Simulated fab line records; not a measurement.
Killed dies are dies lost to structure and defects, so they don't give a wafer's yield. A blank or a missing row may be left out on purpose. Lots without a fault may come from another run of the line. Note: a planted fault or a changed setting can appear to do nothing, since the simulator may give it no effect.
Chamber matching -- flow n5-finfet -- rie-diel-01 running N5_BEOL_M2_DESCUM_16: 4 sister chambers
The step chemistry O2, time 7 s. 14 wafers are shown with their chamber, then 7 later ones without.

== EACH WAFER AND ITS CHAMBER ==
wafer,chamber,throttle-valve-pct (%),showerhead-plenum-p-Torr (Torr),oes-product-au (a.u.)
L158.1,2,20.00,2.24,0.97
L158.5,2,20.02,2.24,0.97
L158.6,3,20.85,2.22,0.84
L162.1,0,20.20,2.15,1.03
L162.4,2,20.03,2.23,0.94
L162.6,0,20.20,2.15,1.03
L165.2,2,20.04,2.23,0.91
L165.4,0,20.22,2.14,0.97
L165.6,2,20.04,2.23,0.91
L168.1,1,20.69,2.02,0.77
L168.2,3,20.87,2.21,0.81
L168.4,0,20.22,2.14,0.96
L178.1,3,20.91,2.20,0.79
L178.2,1,20.71,2.01,0.74

SIGNATURES, as means of the wafers listed above
reading,chamber 0,chamber 1,chamber 2,chamber 3,scatter within a chamber
throttle-valve-pct,20.2100,20.7000,20.0260,20.8767,0.0189
showerhead-plenum-p-Torr,2.1450,2.0150,2.2340,2.2100,0.00686
oes-product-au,0.9975,0.7550,0.9400,0.8133,0.031
Rule: distance of a wafer from a chamber = root of the sum over the readings of ((wafer's reading minus chamber's mean) / reading's scatter) squared. If the next closest chamber is less than 2 further off than the closest, the wafer can't be placed; otherwise it belongs to the closest. The scatter: the root of (the sum of the squares of (reading less its chamber's mean) over the shown wafers, divided by (wafers less chambers)).

== WAFERS MISSING THEIR CHAMBER ==
wafer,throttle-valve-pct (%),showerhead-plenum-p-Torr (Torr),oes-product-au (a.u.)
L178.3,20.07,2.22,0.87
L179.2,20.73,2.01,0.74
L179.3,20.26,2.13,0.92
L179.6,20.10,2.22,0.86
L181.3,20.27,2.13,0.90
L181.4,20.09,2.22,0.85
L181.6,20.92,2.20,0.79

== EACH ONE'S CHAMBER ==
wafer,from the rows above,in truth
L178.3,2,2
L179.2,1,1
L179.3,0,0
L179.6,2,2
L181.3,0,0
L181.4,2,2
L181.6,3,3
7 of 7 placed correctly. Number that these rows cannot place: 0. 0 placed wrongly.
